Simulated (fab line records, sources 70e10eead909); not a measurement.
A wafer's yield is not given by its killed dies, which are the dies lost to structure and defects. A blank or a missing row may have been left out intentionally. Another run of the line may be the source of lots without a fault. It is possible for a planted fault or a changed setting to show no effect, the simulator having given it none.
Which of the tools did it? || flow nand_harc || 24 lots, 72 wafers sampled, at 1 step of a route of 1159

== WHAT EACH GAUGE READ, for each wafer ==
NHARC_A_SLIT_OVL_MEAS_10.
{"lot": "L074", "measured": "day 14 11:04", "on": "overlay-01", "overlay_x_nm (nm)": "0.0 0.7 0.8", "overlay_y_nm (nm)": "-0.2 -0.3 -0.4"}
{"lot": "L076", "measured": "day 14 11:50", "on": "overlay-01", "overlay_x_nm (nm)": "0.2 0.5 -0.1", "overlay_y_nm (nm)": "0.1 -0.9 0.0"}
{"lot": "L075", "measured": "day 14 12:47", "on": "overlay-02", "overlay_x_nm (nm)": "-1.2 -1.2 -1.2", "overlay_y_nm (nm)": "1.0 0.3 0.2"}
{"lot": "L077", "measured": "day 15 01:52", "on": "overlay-01", "overlay_x_nm (nm)": "0.2 0.4 0.5", "overlay_y_nm (nm)": "-0.4 -0.6 -0.3"}
{"lot": "L078", "measured": "day 15 02:02", "on": "overlay-02", "overlay_x_nm (nm)": "-0.4 -0.1 -0.1", "overlay_y_nm (nm)": "0.3 -0.3 0.4"}
{"lot": "L079", "measured": "day 15 06:29", "on": "overlay-02", "overlay_x_nm (nm)": "-0.2 0.1 0.2", "overlay_y_nm (nm)": "-0.2 -0.1 0.0"}
{"lot": "L082", "measured": "day 16 08:52", "on": "overlay-02", "overlay_x_nm (nm)": "-1.9 -1.5 -1.6", "overlay_y_nm (nm)": "1.3 0.7 1.1"}
{"lot": "L080", "measured": "day 16 16:16", "on": "overlay-02", "overlay_x_nm (nm)": "1.3 1.2 1.3", "overlay_y_nm (nm)": "-1.0 -1.0 -1.8"}
{"lot": "L081", "measured": "day 16 21:32", "on": "overlay-02", "overlay_x_nm (nm)": "-1.0 -1.3 -1.5", "overlay_y_nm (nm)": "0.3 0.2 -0.4"}
{"lot": "L083", "measured": "day 16 22:46", "on": "overlay-01", "overlay_x_nm (nm)": "1.4 1.2 1.2", "overlay_y_nm (nm)": "0.3 0.1 -0.5"}
{"lot": "L084", "measured": "day 16 23:15", "on": "overlay-01", "overlay_x_nm (nm)": "-0.6 -0.5 -0.2", "overlay_y_nm (nm)": "0.1 0.0 0.2"}
{"lot": "L086", "measured": "day 17 10:37", "on": "overlay-01", "overlay_x_nm (nm)": "1.4 1.3 1.1", "overlay_y_nm (nm)": "-2.1 -2.0 -1.5"}
{"lot": "L085", "measured": "day 17 11:10", "on": "overlay-01", "overlay_x_nm (nm)": "-0.8 -0.6 -0.4", "overlay_y_nm (nm)": "-0.2 0.2 -0.1"}
{"lot": "L087", "measured": "day 17 11:47", "on": "overlay-01", "overlay_x_nm (nm)": "0.2 0.2 0.0", "overlay_y_nm (nm)": "1.0 0.6 0.9"}
{"lot": "L088", "measured": "day 17 22:14", "on": "overlay-02", "overlay_x_nm (nm)": "0.1 0.7 0.5", "overlay_y_nm (nm)": "-0.4 -0.5 -0.2"}
{"lot": "L089", "measured": "day 17 22:49", "on": "overlay-01", "overlay_x_nm (nm)": "0.5 0.4 0.5", "overlay_y_nm (nm)": "-0.4 -0.4 -0.7"}
{"lot": "L090", "measured": "day 18 07:02", "on": "overlay-01", "overlay_x_nm (nm)": "-0.5 -1.2 -0.8", "overlay_y_nm (nm)": "-0.3 0.0 0.0"}
{"lot": "L091", "measured": "day 18 08:11", "on": "overlay-01", "overlay_x_nm (nm)": "0.6 0.0 -0.1", "overlay_y_nm (nm)": "-0.6 -0.8 -0.6"}
{"lot": "L094", "measured": "day 19 02:25", "on": "overlay-01", "overlay_x_nm (nm)": "-0.9 -0.3 -0.9", "overlay_y_nm (nm)": "-1.2 -0.4 -0.8"}
{"lot": "L095", "measured": "day 19 12:01", "on": "overlay-01", "overlay_x_nm (nm)": "0.8 0.1 0.7", "overlay_y_nm (nm)": "1.6 1.1 0.9"}
{"lot": "L092", "measured": "day 19 12:34", "on": "overlay-02", "overlay_x_nm (nm)": "0.1 0.5 0.5", "overlay_y_nm (nm)": "-0.1 -0.2 0.3"}
{"lot": "L093", "measured": "day 19 23:42", "on": "overlay-01", "overlay_x_nm (nm)": "0.1 -0.4 0.3", "overlay_y_nm (nm)": "0.9 1.2 0.8"}
{"lot": "L096", "measured": "day 20 06:59", "on": "overlay-01", "overlay_x_nm (nm)": "-1.1 -0.6 -1.0", "overlay_y_nm (nm)": "0.3 -0.1 1.1"}
{"lot": "L097", "measured": "day 20 21:29", "on": "overlay-01", "overlay_x_nm (nm)": "2.2 1.5 1.9", "overlay_y_nm (nm)": "-1.3 -0.4 -1.3"}

== WHICH TOOL RAN EACH LOT (tool, then ch and the chambers of the sampled wafers, then the start) ==
No process step before these readings appears in the record.

== AS READ BY THE TOOLS THEMSELVES (means over the sampled wafers that have a number; for cases with no such wafer, the mark the record gives instead) ==
The record holds no such reading with a usual standard deviation.

== THE ANSWER, worked out from the rows above alone ==
Rule: what is usual is taken from the lots themselves. The widest of any qualifying gaps counts: lots, ordered by their means at a reading, are off when they make up no more than a third of the lots, leave a main group of 4 or more, and stand apart from it by 3 or more times the standard deviation of that group's means. The tables above print the reading to a certain number of digits; a main group whose means all agree to those digits is not used. A lot without any number at a reading at which 4 lots or more have one is off too. Any other lot the step has rows for is counted as sound. The gauges are gone through in route order, then the tools' own readings, and for those a lot's mean is taken as printed above. The first step at which some lot is off is used, and at that step the reading that is off furthest; a lot without a number counts as furthest.
No lot is off on any of the readings shown, so nothing can be concluded from this.

== WHAT HAD BEEN PUT IN BY THE SIMULATOR ==
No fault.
